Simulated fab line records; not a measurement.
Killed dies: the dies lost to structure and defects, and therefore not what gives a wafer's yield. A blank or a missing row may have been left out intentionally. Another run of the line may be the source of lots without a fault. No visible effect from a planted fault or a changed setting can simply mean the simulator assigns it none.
Chamber matching | flow n5 finfet | N5_BEOL_M9_STRIP_67 on rie diel-03 has 4 sister chambers
The step strips in CF4. 8 wafers are shown with their chamber, then 12 later ones without.

WAFERS WITH THEIR CHAMBER
wafer  | chamber | showerhead plenum p Torr (Torr) | drypump motor current A (A)
L076.2 | 3       | 1.87                            | 6.5
L079.6 | 2       | 1.77                            | 6.6
L078.4 | 2       | 1.77                            | 6.6
L088.1 | 3       | 1.86                            | 6.4
L088.3 | 0       | 1.80                            | 5.2
L090.1 | 0       | 1.80                            | 5.3
L090.3 | 1       | 1.73                            | 5.8
L090.5 | 1       | 1.73                            | 5.8

WAFERS WITHOUT THEIR CHAMBER
wafer  | showerhead plenum p Torr (Torr) | drypump motor current A (A)
L089.2 | 1.86                            | 6.4
L089.4 | 1.80                            | 5.3
L089.6 | 1.73                            | 5.8
L092.1 | 1.77                            | 6.5
L092.3 | 1.73                            | 5.8
L092.4 | 1.80                            | 5.2
L093.1 | 1.79                            | 5.2
L093.5 | 1.77                            | 6.6
L093.6 | 1.73                            | 5.8
L094.2 | 1.77                            | 6.6
L094.3 | 1.73                            | 5.8
L094.5 | 1.73                            | 5.8

WHICH CHAMBER EACH ONE RAN IN
wafer  | from the rows above | in truth
L089.2 | 3                   | 3
L089.4 | 0                   | 0
L089.6 | 1                   | 1
L092.1 | 2                   | 2
L092.3 | 1                   | 1
L092.4 | 0                   | 0
L093.1 | 0                   | 0
L093.5 | 2                   | 2
L093.6 | 1                   | 1
L094.2 | 2                   | 2
L094.3 | 1                   | 1
L094.5 | 1                   | 1
Correctly placed: 12 of 12. Not placeable from these rows: 0. Number placed wrongly: 0.
How it was worked out, from the rows above alone: a wafer's distance from a chamber is the root of the sum, over the readings, of the square of ((its reading less the chamber's mean) divided by the reading's scatter). The wafer belongs to the nearest chamber; if the next one is less than 2 further off, it can't be placed. The mean given for a chamber averages the wafers shown for that chamber. The scatter: take each reading less its chamber's mean, square it, sum over the shown wafers, divide by the number of wafers less the number of chambers, and take the root.
